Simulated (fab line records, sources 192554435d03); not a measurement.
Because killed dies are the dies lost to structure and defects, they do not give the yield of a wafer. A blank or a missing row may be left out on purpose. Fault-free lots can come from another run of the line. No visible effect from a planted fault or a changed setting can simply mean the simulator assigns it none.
Code-filled problem report in 8D (eight disciplines) form :: flow n5 finfet :: the parts of the form that need people (team, actions taken, sign-off) are left out

## 1. THE PROBLEM
ION_N at N5_BEOL_M4_RC_MEAS_101 reads a mean of 516 uA/um on 3 wafers of 2 lots; wafers without a fault read 667 uA/um with a standard deviation of 11. That is -14 standard deviations from the usual mean.
Seen first at day 12 22:57 on prober-01, wafer L318.1. The record has a number at this step for 25 wafers belonging to 9 lots. Rule for "out" (also "out of limits"): further than 4 standard deviations from the usual mean. The rest of the wafers with a number are treated as sound.

## 2. WHAT IT IS AND WHAT IT IS NOT
question: which readings at this step
is: ION_N, IOFF_N_LONG, VT_N_LONG
is not: DIBL_N, DIBL_P, IOFF_P, ION_P, SS_N, SS_P, VT_P

question: which lots
is: L317, L318
is not: L307, L310, L313, L314, L323, L327, L328

question: which wafers of those lots
is: L317.1, L318.1, L318.5
is not: L317.6

question: read on which gauges
is: prober-01, prober-02
is not: -

question: when
is: from day 12 22:57
is not: up to then (12 sound wafers); but 10 sound wafers of L317, L323, L327, L328 came after

## 3. THE SUSPECTS, EACH WITH WHAT RULES IT OUT
Counting: any tool at a process step up to the reading remains a suspect provided it ran every lot that is out. Sound lots after the first of them don't rule it out here, since some wafers of a struck lot are sound.
- the gauge at N5_BEOL_M4_RC_MEAS_101 is ruled out. The wafers that are out were read on 2 gauges (prober-01, prober-02).
- rie diel-04 at N5_HKMG_FIN_ETCH_58 (etches SOC in N2/H2, target depth 215.8 nm, time 741 s): kept. It ran every lot that is out, first L317 (day 7 02:32).
- rie diel-04 at N5_HKMG_FIN_STRIP_93 (strips SOC in N2/H2, time 20 s): kept. It ran every lot that is out, first L317 (day 7 02:58).
- rie diel-01 at N5_HKMG_FIN_ETCH_35 (etches SOC in N2/H2, target depth 215.8 nm, time 243.4 s): kept. Ran every lot that is out, first one L317 (day 7 07:44); last sound lot up to then L313 (day 6 12:08). Its own readings are out on those wafers: run length s.
After the count, these remain: rie diel-04 at N5_HKMG_FIN_ETCH_58, rie diel-04 at N5_HKMG_FIN_STRIP_93 and rie diel-01 at N5_HKMG_FIN_ETCH_35.

## 4. THE CAUSE (what the simulator had put in)
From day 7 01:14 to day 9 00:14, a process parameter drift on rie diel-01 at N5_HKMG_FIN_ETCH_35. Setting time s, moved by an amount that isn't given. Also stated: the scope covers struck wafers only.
This tool is one of the 3 suspects left after counting.

## 5. SEQUENCE OF EFFECTS, ordered by route
Each row: a reading whose mean over the struck wafers that have a number lies more than 3 standard deviations from the usual. Only readings whose record carries a usual standard deviation are examined. hours: median over the lots of the time between each lot's start at the first step of this table that gives one and its start at this step. sigmas: the change, counted in usual standard deviations.
hours: 0
step: N5_HKMG_FIN_ETCH_35
reading: run length s
usual: 267.0 s
on struck wafers: 194.4
change: -72.6
sigmas: -99 or more

hours: 143
step: N5_BEOL_M4_RC_MEAS_101
reading: IOFF_N_LONG
usual: 5.58e-05 nA/um
on struck wafers: 4.28e-05
change: -1.30e-05
sigmas: -6.2

hours: 143
step: N5_BEOL_M4_RC_MEAS_101
reading: ION_N
usual: 667 uA/um
on struck wafers: 516
change: -151
sigmas: -14

hours: 143
step: N5_BEOL_M4_RC_MEAS_101
reading: VT_N
usual: 251 mV
on struck wafers: 263
change: +12
sigmas: +4.0

hours: 143
step: N5_BEOL_M4_RC_MEAS_101
reading: VT_N_LONG
usual: 274.4 mV
on struck wafers: 287.3
change: +12.9
sigmas: +6.1

hours: 143
step: N5_BEOL_M4_RC_MEAS_101
reading: VT_N_LVT
usual: 99 mV
on struck wafers: 111
change: +12
sigmas: +3.9

hours: 249
step: N5_PASSIVATION_PROBE_49
reading: sort_bin_8_speed
usual: 0.02 %
on struck wafers: 91.98
change: +91.96
sigmas: +99 or more

hours: 249
step: N5_PASSIVATION_PROBE_49
reading: sort n pass
usual: 1079
on struck wafers: 0
change: -1079
sigmas: -63

hours: 249
step: N5_PASSIVATION_PROBE_49
reading: sort yield pct
usual: 91.4 %
on struck wafers: 0.0
change: -91.4
sigmas: -65
It contains these process steps:
- N5_HKMG_FIN_ETCH_35: etches SOC in N2/H2, target depth 215.8 nm, time 243.4 s.
- N5_PASSIVATION_PROBE_49

## 6. WHAT WOULD HAVE CAUGHT IT SOONER
In this record the first reading out of limits at a measuring or inspecting step was taken at day 12 22:57, 142 hours after the fault began at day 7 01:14.
The tool's own readings at N5_HKMG_FIN_ETCH_35 were out on every struck wafer that the step has a row for (run length s): an alarm limit on them would have fired on the first of those.
By day 12 22:57 the whole set of lots that are out, 2 in number, had already begun N5_HKMG_FIN_ETCH_35 on rie diel-01. Holding the tool at that point would not have protected any of them.
